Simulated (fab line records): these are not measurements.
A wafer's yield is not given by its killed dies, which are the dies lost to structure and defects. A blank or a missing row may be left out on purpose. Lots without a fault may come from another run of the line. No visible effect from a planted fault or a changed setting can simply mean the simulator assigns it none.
A lot that was struck, set against a sound lot	flow nandHarc	24 steps out of a route of 1159
Sound: the wafers L406.1, L406.2, L406.5. Struck: wafer L417.3 (L417.1, L417.4, from the same lot, were not struck and are left out); the cause is given at the end.
At each step with rows: each side's tool, then ch and its chambers, then its first start. Under that, the readings that differ: sound wafers	struck wafers	difference of the means	sigmas: that difference in standard deviations of wafers without a fault.
alike: same words and numbers on both sides, and readings whose means sit less than 2 such deviations apart. not compared: any withheld reading, any reading some wafer has no value for, any bound like >300 that may hide the same value, and any number with overlapping values for which the record gives no deviation.
Wherever a step has rows on one side only, a row that says differs or no value, or a row with sigmas, the two part there. Numbers that don't overlap but have no deviation are shown without sigmas and don't part them. Lack of a reading on every wafer of one side parts them only where that side has two or more wafers.

NHARC_P_M0_INSPECT_27:
  struck on defectInspect-02, day 9 08:40; sound on defectInspect-02, day 5 19:00
  alike: rawDefectCount
NHARC_P_M0_PRE_CLEAN_31: time 12 s.
  sound on pecvd-02 ch 0,2, day 5 19:04; struck on pecvd-02 ch 2, day 9 08:44
  alike: heaterPowerW
NHARC_P_M0_DEP_32: deposits SiCN, target thk 30 nm.
  sound on pecvd-02 ch 0,2, day 5 19:08; struck on pecvd-02 ch 2, day 9 08:49
  alike: heaterPowerW
then, 8 steps without rows for these wafers: NHARC_P_M1_DEP_00 (deposits SiOC, target thk 182.5 nm); NHARC_P_M1_DEHYDRATE_01 (time 120 s); NHARC_P_M1_HMDS_02 (time 30 s); NHARC_P_M1_COAT_34 (time 65 s); NHARC_P_M1_COAT_03 (resist thk 90 nm); NHARC_P_M1_SOFTBAKE_04 (time 55 s); NHARC_P_M1_EBR_05; NHARC_P_M1_EXPOSE_06 (exposes mask P M1, target cd 130 nm).
NHARC_P_M1_PEB_07: peb time 65 s.
  sound on lithoTrack-06 ch 0, day 5 20:19; struck on lithoTrack-06 ch 0, day 9 09:58
reading	sound	struck	difference	sigmas
heaterPowerTotalW (W)	156.0 157.0 156.4	194.4	+37.9	+88
  alike: resistLineTempC
then, 1 step without rows for these wafers: NHARC_P_M1_DEVELOP_08 (develop time 35 s).
NHARC_P_M1_CD_MEAS_09: target cd 130 nm.
  sound on cdSem-02 ch 0, day 5 20:23; struck on cdSem-03 ch 0, day 9 10:02
reading	sound	struck	difference	sigmas
cdNm (nm)	128.6 129.0 129.2	114.9	-14.0	-21
NHARC_P_M1_OVL_MEAS_10: pitch 260 nm.
  struck on overlay-02, day 9 10:08; sound on overlay-02, day 5 20:29
reading	sound	struck	difference	sigmas
overlayYNm (nm)	-1.3 -0.4 -0.7	1.6	+2.4	+3
  alike: overlayXNm
NHARC_P_M1_INSPECT_11:
  struck on defectInspect-02, day 9 10:10; sound on defectInspect-01, day 5 20:31
  alike: rawDefectCount
NHARC_P_M1_DESCUM_14: chemistry O2, time 3 s.
  sound on rieDiel-10 ch 0,2, day 5 20:35; struck on rieDiel-10 ch 1, day 9 10:14
reading	sound	struck	difference	sigmas
model.P_M1.cdNm (nm)	129 128.8 129	114.4	-14.5	
  alike: drypumpMotorCurrentA, oesProductAu, rfVppV, showerheadPlenumPTorr, throttleValvePct
  not compared: rfHoursCounterH
NHARC_P_M1_ETCH_35: etches the open film in N2/H2, target depth 40 nm, overetch 12 nm, time 43.94 s.
  sound on rieDiel-10 ch 1,3, day 5 20:40; struck on rieDiel-10 ch 3, day 9 10:19
  alike: drypumpMotorCurrentA, oesProductAu, rfVppV, showerheadPlenumPTorr, throttleValvePct
  not compared: rfHoursCounterH
NHARC_P_M1_ETCH_15: etches the open film in C4F8/Ar, target depth 182.5 nm, time 91.2 s.
  sound: rieDiel-10 ch 1,2,3; struck: rieDiel-10 ch 2
reading	sound	struck	difference	sigmas
oesProductAu (a.u.)	0.918 0.924 0.930	0.981	+0.057	+2
  alike: rfVppV
  not compared: rfHoursCounterH
NHARC_P_M1_CD_MEAS_16:
  struck on cdSem-01, day 9 10:32; sound on cdSem-03, day 5 20:53
reading	sound	struck	difference	sigmas
cdNm (nm)	128.8 129.0 129.2	114.8	-14.2	-15
NHARC_P_M1_STRIP_18: strips in N2/H2.
  sound on rieDiel-05 ch 1,3, day 5 20:59; struck on rieDiel-10 ch 1, day 9 10:37
  alike: drypumpMotorCurrentA, oesProductAu, rfVppV, showerheadPlenumPTorr, throttleValvePct
  not compared: rfHoursCounterH
NHARC_P_M1_ETCH_28: etches the open film in CF4/N2, target depth 30 nm, time 72.99 s.
  sound: rieDiel-05 ch 0,3; struck: rieDiel-10 ch 0
reading	sound	struck	difference	sigmas
model.P_M1.cdNm (nm)	129.6 128.6 129.9	113.6	-15.8	
  alike: drypumpMotorCurrentA, oesProductAu, rfVppV, showerheadPlenumPTorr, throttleValvePct
  not compared: rfHoursCounterH
then, 1 step without rows for these wafers: NHARC_P_M1_STRIP_19 (strips in post etch residue remover, time 600 s).
-- record jumps: 13 days between struck wafers' starts before vs after; left off in module P_M1, resumes in module END, first step shown is number 1159 of the route --
NHARC_END_SORT_01:
  sound on prober-01 ch 0, day 19 14:53; struck on prober-02 ch 0, day 22 18:44
reading	sound	struck	difference	sigmas
killedAtPeriphery	5 5 7	16	+10	+4
killedOpen	7 1 7	0	-5	-3
sort_bin_2_pct (%)	1.3 1.2 1.0	4.0	+2.8	+4
  alike: defectLimitedYield, killedAtArray, killedAtOther, killedDies, killedShort, sort_bin_3_pct, sort_bin_4_pct, sortNPass, sortRimYieldPct, sortYieldPct

## WHERE THEY PART
First at NHARC_P_M1_PEB_07; last, within this record, at NHARC_END_SORT_01.

WHY: what the simulator had put in
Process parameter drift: lithoTrack-06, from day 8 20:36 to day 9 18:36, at NHARC_P_M1_PEB_07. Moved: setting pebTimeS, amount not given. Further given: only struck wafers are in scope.
